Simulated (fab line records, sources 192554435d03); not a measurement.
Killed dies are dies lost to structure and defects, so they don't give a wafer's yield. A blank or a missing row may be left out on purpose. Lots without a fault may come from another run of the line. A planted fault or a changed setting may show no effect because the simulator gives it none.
Split-lot experiment | flow n5_finfet | 7 lots, 21 wafers read, on a route of 1938 steps

THE SPLIT
At N5_BEOL_M5_COAT_71 (time 60 s, resist thk 5 nm), the setting spin_rpm was moved away from the recipe's 1500 rpm on 9 of the 21 wafers read, by -6.8% to +10.7%. The other wafers ran this setting at the recipe's value.

FROM THE SPLIT TO THE READING: what the file shows between them, 3 steps
- N5_BEOL_M5_COAT_05: resist thk 30 nm
- N5_BEOL_M5_EBR_07
- N5_BEOL_M5_DESCUM_16: chemistry O2, time 7 s

THE READING
etch.depth_nm (the simulator's own value, which no gauge read), in nm, at N5_BEOL_M5_ETCH_72 (etches underlayer in N2/H2, target depth 6.5 nm, time 5.2 s). The file gives no usual value for it. The 12 wafers here that ran the recipe average 5.004 nm, standard deviation 0.012 nm.

wafer  | tool, chamber at the split | spin_rpm as run, rpm | against the recipe | etch.depth_nm, nm | against lot-mates on the recipe
L074.1 | litho_track-03, 0          | 1398                 | -6.8%              | 5.172             | +0.172
L074.2 | litho_track-03, 0          | 1500                 | recipe             | 5                 | -
L074.4 | litho_track-03, 0          | 1398                 | -6.8%              | 5.165             | +0.165
L076.1 | litho_track-03, 0          | 1604                 | +6.9%              | 4.846             | -0.161
L076.3 | litho_track-03, 0          | 1500                 | recipe             | 5.007             | -
L076.4 | litho_track-03, 0          | 1604                 | +6.9%              | 4.834             | -0.173
L078.2 | litho_track-04, 0          | 1500                 | recipe             | 4.988             | -
L078.3 | litho_track-04, 0          | 1610                 | +7.3%              | 4.827             | -0.161
L078.4 | litho_track-04, 0          | 1610                 | +7.3%              | 4.826             | -0.162
L082.3 | litho_track-04, 0          | 1500                 | recipe             | 5.003             | -
L082.5 | litho_track-04, 0          | 1500                 | recipe             | 4.996             | -
L082.6 | litho_track-04, 0          | 1500                 | recipe             | 4.993             | -
L090.1 | litho_track-01, 0          | 1500                 | recipe             | 5.013             | -
L090.4 | litho_track-01, 0          | 1500                 | recipe             | 5.028             | -
L090.6 | litho_track-01, 0          | 1500                 | recipe             | 5.02              | -
L089.1 | litho_track-01, 0          | 1660                 | +10.7%             | 4.759             | -0.252
L089.2 | litho_track-01, 0          | 1500                 | recipe             | 5.011             | -
L089.5 | litho_track-01, 0          | 1660                 | +10.7%             | 4.76              | -0.251
L094.2 | litho_track-03, 0          | 1635                 | +9.0%              | 4.772             | -0.220
L094.4 | litho_track-03, 0          | 1500                 | recipe             | 4.999             | -
L094.5 | litho_track-03, 0          | 1500                 | recipe             | 4.986             | -

THE FIT
A straight line over all 21 wafers: etch.depth_nm changes by -0.0238 nm for each +1% of spin_rpm; r = -1.00; the points scatter about the line by 0.011 nm.
The same after taking each lot's own level away (the mean of its wafers on the recipe; 21 wafers): -0.0238 nm for each +1%; r = -1.00; scatter 0.0064 nm.
On that fit, the largest move of spin_rpm shifts the reading by 0.25 nm.
The lots' own levels span 4.9880 to 5.0203 nm, that is 2.7 times the standard deviation above.
So the lot-to-lot level changes the slope little: the two slopes agree.
Check: with one of the wafers moved furthest among these (+10.7%) left out of the fit, the line predicts -0.252 nm for it against its lot-mates. It came out at -0.252 nm against them.

OTHER SPLITS ON THESE WAFERS
These wafers also went through other splits before the reading. Each is held against what the fit with the lots' levels taken away leaves over:
other split on the same wafers   | wafers away from the commonest value | r with etch.depth_nm (lot level and that fit taken away)
N5_BEOL_M3_EXPOSE_08 dose_mj     | 6                                    | +0.35
N5_BEOL_M4_ETCH_70 source_w      | 5                                    | -0.19
N5_BEOL_M4_TRENCH_ETCH_37 time_s | 6                                    | -0.02

THE FILE'S OWN FIT
etch.depth_nm changes by -0.0238 nm for each +1% of spin_rpm, r = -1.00.
